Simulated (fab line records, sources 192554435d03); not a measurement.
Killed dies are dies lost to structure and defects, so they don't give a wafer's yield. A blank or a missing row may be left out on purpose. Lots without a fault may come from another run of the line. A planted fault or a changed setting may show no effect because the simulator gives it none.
Chamber matching | flow n5_finfet | N5_BEOL_M8_DESCUM_16 on rie_diel-04: 4 sister chambers
The step chemistry O2, time 7.9 s. 8 wafers are shown with their chamber, then 7 later ones without.

WAFERS WITH THEIR CHAMBER
wafer  | chamber | showerhead_plenum_p_Torr (Torr) | throttle_valve_pct (%)
L077.3 | 1       | 2.13                            | 20.27
L087.4 | 2       | 2.03                            | 20.13
L087.5 | 0       | 2.03                            | 19.82
L093.2 | 2       | 2.03                            | 20.18
L093.4 | 1       | 2.12                            | 20.33
L093.6 | 0       | 2.03                            | 19.84
L091.3 | 3       | 2.15                            | 20.61
L091.5 | 3       | 2.15                            | 20.62

WAFERS WITHOUT THEIR CHAMBER
wafer  | showerhead_plenum_p_Torr (Torr) | throttle_valve_pct (%)
L091.6 | 2.03                            | 19.84
L095.1 | 2.02                            | 19.85
L095.3 | 2.11                            | 20.36
L095.6 | 2.02                            | 20.19
L097.1 | 2.02                            | 20.20
L097.3 | 2.02                            | 20.17
L097.6 | 2.02                            | 20.19

WHICH CHAMBER EACH WENT THROUGH
wafer  | from the rows above | in truth
L091.6 | 0                   | 0
L095.1 | 0                   | 0
L095.3 | 1                   | 1
L095.6 | 2                   | 2
L097.1 | 2                   | 2
L097.3 | 2                   | 2
L097.6 | 2                   | 2
Placed correctly: 7 of 7. Can't be placed from these rows: 0. Placed wrongly: 0.
How it was worked out, from the rows above alone: a wafer's distance from a chamber is the root of the sum, over the readings, of the square of ((its reading less the chamber's mean) divided by the reading's scatter). The wafer belongs to the nearest chamber; if the next one is less than 2 further off, it can't be placed. A chamber's mean is the mean of its shown wafers. The scatter: the root of (the sum of the squares of (reading less its chamber's mean) over the shown wafers, divided by (wafers less chambers)).
